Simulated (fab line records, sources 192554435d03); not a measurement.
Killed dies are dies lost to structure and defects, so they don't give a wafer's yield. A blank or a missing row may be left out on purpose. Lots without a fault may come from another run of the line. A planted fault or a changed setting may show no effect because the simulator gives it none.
A struck lot beside a sound one | flow n5_finfet | 25 steps out of a route of 1938
Sound: wafers L908.1, L908.3, L908.4. Struck: wafers L916.2, L916.3, L916.4. The cause comes at the end.
At each step with rows: each side's tool, then ch and its chambers, then its first start. Under that, the readings that differ: sound wafers | struck wafers | difference of the means | sigmas: that difference in standard deviations of wafers without a fault.
alike: readings whose means differ by less than 2 such deviations, and words and numbers that are the same on both sides. not compared: withheld readings, readings that some wafer has no value for, bounds like >300 that may hide the same value, and numbers for which the record gives no deviation and whose values overlap.
The two part at a step that has a row with sigmas, a row that says differs or no value, or rows on one side only. Numbers that don't overlap but have no deviation are shown without sigmas and don't part them. A reading that every wafer of one side lacks parts them only if that side has two wafers or more.

first, 1 step without rows for these wafers: N5_BEOL_M0_SAQP_PECVD_00 (deposits SiCN from 3MS/NH3, target thk 8 nm, time 14 s).
N5_BEOL_M0_SAQP_ILD_DEP_01: deposits SiOC from DEMS/O2, target thk 45.419 nm, time 8.7 s.
  sound on pecvd-01 ch 0,1, day 6 05:34; struck on pecvd-01 ch 1,2, day 8 04:28
  alike: heater_power_w, showerhead_plenum_p_Torr, throttle_valve_pct
N5_BEOL_M0_SAQP_HM_DEP_02: deposits TiN, target thk 12 nm.
  sound on pvd_sputter-03, day 6 07:28; struck on pvd_sputter-02, day 8 06:10
  alike: chamber_pressure_pa, substrate_temp_c, throttle_valve_pct
N5_BEOL_M0_SAQP_PECVD_03: deposits SiCN from 3MS/NH3, target thk 12 nm, time 21.1 s.
  sound on pecvd-01 ch 0,1,2, day 6 07:35; struck on pecvd-03 ch 0,1,2, day 8 06:18
  alike: showerhead_plenum_p_Torr, throttle_valve_pct
then, 3 steps without rows for these wafers: N5_BEOL_M0_SAQP_PECVD_96 (deposits a-Si from SiH4/He, target thk 45 nm, time 45.2 s); N5_BEOL_M0_SAQP_PECVD_97 (deposits SiNx from SiH4/NH3/N2, target thk 23 nm, time 19.9 s); N5_BEOL_M0_SAQP_PECVD_04 (deposits a-Si from SiH4/He, target thk 60 nm, time 60.2 s).
N5_BEOL_M0_SAQP_THK_MEAS_05:
  sound on film_metro-01, day 6 07:48; struck on film_metro-02, day 8 06:31
  alike: thk_nm
N5_BEOL_M0_SAQP_HM_DEP_111: deposits SiO2 from SiH4/N2O, target thk 12 nm, time 7.2 s.
  sound on pecvd-03 ch 0,2, day 6 07:50; struck on pecvd-04 ch 0,1, day 8 06:33
  alike: heater_power_w, showerhead_plenum_p_Torr
then, 2 steps without rows for these wafers: N5_BEOL_M0_SAQP_COAT_81 (time 60 s, resist thk 100 nm); N5_BEOL_M0_SAQP_COAT_82 (time 60 s, resist thk 30 nm).
N5_BEOL_M0_SAQP_COAT_08: resist thk 90 nm.
  sound on litho_track-04 ch 0, day 6 07:56; struck on litho_track-04 ch 0, day 8 06:38
  reading                                           | sound                | struck               | difference | sigmas
  spin_speed_rpm (rpm)                              | 1502.3 1499.6 1500.9 | 1548.0 1546.3 1548.5 | +46.7      | +48
  model.CAR-ArF_of_BEOL_M0_SAQP_COAT_08.thk_nm (nm) | 89.8 89.6 89.8       | 88.8 88.6 88.6       | -1.1       |
then, 5 steps without rows for these wafers: N5_BEOL_M0_SAQP_EBR_10; N5_BEOL_M0_SAQP_SOFTBAKE_09 (time 60 s); N5_BEOL_M0_SAQP_EXPOSE_11 (exposes mask M0 CORE, target cd 42 nm); N5_BEOL_M0_SAQP_PEB_12 (peb time 60 s); N5_BEOL_M0_SAQP_DEVELOP_13 (develop time 30 s).
N5_BEOL_M0_SAQP_CD_MEAS_14: target cd 42.5 nm.
  sound on cd_sem-03 ch 0, day 6 08:19; struck on cd_sem-03 ch 0, day 8 06:52
  alike: cd_nm
N5_BEOL_M0_SAQP_OVL_MEAS_15:
  sound on overlay-01 ch 0, day 6 08:20; struck on overlay-02 ch 0, day 8 06:55
  alike: M0_CORE_OVL
N5_BEOL_M0_SAQP_INSPECT_16: inspects for defects (brightfield).
  sound on defect_inspect-01, day 6 08:22; struck on defect_inspect-01, day 8 06:56
  alike: raw_defect_count
N5_BEOL_M0_SAQP_DESCUM_19: chemistry O2, time 7.9 s.
  sound on rie_diel-03 ch 0,1,3, day 6 08:24; struck on rie_diel-04 ch 0,2,3, day 8 07:15
  alike: drypump_motor_current_A, oes_product_au, rf_vpp_V, showerhead_plenum_p_Torr, throttle_valve_pct
  not compared: rf_hours_counter_h
N5_BEOL_M0_SAQP_ETCH_83: etches SiARC in CF4, target depth 39 nm, time 65 s.
  sound on rie_diel-03 ch 0,1,3, day 6 08:26; struck on rie_diel-04 ch 0,2,3, day 8 07:17
  reading                                           | sound          | struck     | difference | sigmas
  model.CAR-ArF_of_BEOL_M0_SAQP_COAT_08.thk_nm (nm) | 55.4 55.2 55.4 | 54.4 54 54 | -1.2       |
  alike: drypump_motor_current_A, etch_rf_on_time_s, oes_product_au, rf_vpp_V, showerhead_plenum_p_Torr, throttle_valve_pct
  not compared: rf_hours_counter_h
then, 1 step without rows for these wafers: N5_BEOL_M0_SAQP_ETCH_84 (etches SOC in N2/H2, target depth 100 nm, overetch 20 nm, time 150 s).
-- the record jumps here: 2 days lie between the struck wafers' starts before and after (it left off in module BEOL_M0_SAQP and takes up again in module BEOL_M4, whose first step shown is number 1111 of the route) --
N5_BEOL_M4_RC_MEAS_101:
  sound on prober-02 ch 0, day 8 14:03; struck on prober-02 ch 0, day 10 12:28
  reading   | sound             | struck            | difference | sigmas
  VT_N (mV) | 256.6 257.2 257.9 | 251.4 251.6 248.3 | -6.8       | -2
  alike: DIBL_N, DIBL_P, IOFF_N, IOFF_P, ION_N, ION_P, SS_N, SS_P, VT_P
N5_PASSIVATION_PROBE_49:
  the record has rows for the sound wafers here (prober-02, day 12 18:05) and none for the struck ones

WHERE THEY PART
First at N5_BEOL_M0_SAQP_COAT_08; last, within this record, at N5_PASSIVATION_PROBE_49.

WHY: what the simulator had put in
Process parameter drift: litho_track-04, from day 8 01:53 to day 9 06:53, at N5_BEOL_M0_SAQP_COAT_08. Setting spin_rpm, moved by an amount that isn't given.
